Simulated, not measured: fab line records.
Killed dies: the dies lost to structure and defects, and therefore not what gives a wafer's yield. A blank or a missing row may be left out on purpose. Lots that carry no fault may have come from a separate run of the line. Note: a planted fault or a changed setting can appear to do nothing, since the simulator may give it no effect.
Comparing a struck lot with a sound one ; flow n5-finfet ; 22 out of 1938 route steps
Sound: the wafers L626.2, L626.3, L626.4. Wafers L618.3, L618.4, L618.5 were the ones struck. Last of all comes the cause.
Per side, at each step with rows, come the tool, then ch with its chambers, and then its first start. Under that, the readings that differ: sound wafers ; struck wafers ; difference of the means ; sigmas: that difference in standard deviations of wafers without a fault.
alike: words and numbers the same on both sides, and readings whose means are apart by under 2 such deviations; not compared: readings that were withheld, readings missing a value for some wafer, numbers with overlapping values and no deviation given by the record, and bounds like >300 which may hide the same value.
The two part at a step that has a row with sigmas, a row that says differs or no value, or rows on one side only. Numbers that don't overlap but have no deviation are shown without sigmas and don't part them. A reading that every wafer of one side lacks parts them only if that side has two wafers or more.

first, 9 steps without rows for these wafers: N5_BEOL_M6_ILD_DEP_00 (deposits SiCOH lowk from DEMS/porogen, target thk 179.75 nm, time 33.4 s); N5_BEOL_M6_CURE_74 (cures SiCOH lowk, time 240 s); N5_BEOL_M6_PECVD_70 (deposits SiO2 from TEOS/O2, target thk 20 nm, time 22.7 s); N5_BEOL_M6_HM_DEP_02 (deposits TiN, target thk 20 nm); N5_BEOL_M6_COAT_59 (time 60 s, resist thk 100 nm); N5_BEOL_M6_COAT_60 (time 60 s, resist thk 35 nm); N5_BEOL_M6_COAT_05 (resist thk 90 nm); N5_BEOL_M6_EBR_07; N5_BEOL_M6_SOFTBAKE_06 (time 60 s).
N5_BEOL_M6_EXPOSE_08: exposes mask M6.
  sound on arfi-scanner-02 ch 0, day 11 21:37; struck on arfi-scanner-01 ch 0, day 10 06:10
reading;sound;struck;difference;sigmas
exposure-dose-mJ-cm2;68.22 68.22 68.26;63.64 63.50 63.52;-4.68;-62
  alike: mask, reticle-temp-C, stage-vel-mm-s
then, 2 steps without rows for these wafers: N5_BEOL_M6_PEB_09 (peb time 60 s); N5_BEOL_M6_DEVELOP_10 (develop time 30 s).
N5_BEOL_M6_CD_MEAS_11: the cd target is 38.5 nm.
  sound on cd-sem-03 ch 0, day 11 21:45; struck on cd-sem-02 ch 0, day 10 06:17
reading;sound;struck;difference;sigmas
cd-nm (nm);38.1 38.3 38.7;36.0 35.1 35.0;-3.0;-7
then, 1 step without rows for these wafers: N5_BEOL_M6_DESCUM_16 (chemistry O2, time 7.9 s).
N5_BEOL_M6_ETCH_61: etches SiARC in CF4, target depth 45.5 nm, time 75.8 s.
  sound on rie-diel-03 ch 1,2,3, day 11 21:52; struck on rie-diel-03 ch 0,1,3, day 10 06:25
reading;sound;struck;difference;sigmas
model.BEOL_M6.cd-offset-nm (nm);-0.4 0 -0.4;-2.8 -3.2 -3.4;-2.9;
  alike: drypump-motor-current-A, etch-rf-on-time-s, oes-product-au, rf-vpp-V, showerhead-plenum-p-Torr, throttle-valve-pct
  not compared: rf-hours-counter-h
then, 3 steps without rows for these wafers: N5_BEOL_M6_ETCH_62 (etches SOC in N2/H2, target depth 110 nm, overetch 22 nm, time 165 s); N5_BEOL_M6_STRIP_68 (strips in N2/H2); N5_BEOL_M6_STRIP_67 (strips in CF4).
N5_BEOL_M6_HM_OPEN_17: chemistry Cl2/BCl3, target TiN, target depth 20 nm, overetch 6 nm.
  sound on rie-metal-02 ch 0,1, day 11 22:07; struck on rie-metal-03 ch 0,1, day 10 06:41
reading;sound;struck;difference;sigmas
model.BEOL_M6.cd-offset-nm (nm);-0.4 0 0;-2.8 -3.2 -3.6;-3.1;
  alike: drypump-motor-current-A, oes-product-au, throttle-valve-pct
  not compared: rf-hours-counter-h
then, 1 step without rows for these wafers: N5_BEOL_M6_STRIP_19 (strips in O2).
N5_BEOL_M6_CD_MEAS_18: pitch 80 nm, target cd 40 nm.
  sound: cd-sem-01 at day 11 22:22; struck: cd-sem-03 at day 10 06:50
reading;sound;struck;difference;sigmas
cd-nm (nm);39.6 40.4 39.9;36.7 36.9 36.1;-3.4;-6
then, 1 step without rows for these wafers: N5_BEOL_M6_COAT_63 (time 60 s, resist thk 60 nm).

== WHERE THEY PART ==
First at N5_BEOL_M6_EXPOSE_08; last, within this record, at N5_BEOL_M6_CD_MEAS_18.

WHY: the cause the simulator had injected
Process parameter drift: arfi-scanner-01, from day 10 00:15 on, at N5_BEOL_M6_EXPOSE_08. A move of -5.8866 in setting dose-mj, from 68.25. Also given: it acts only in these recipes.
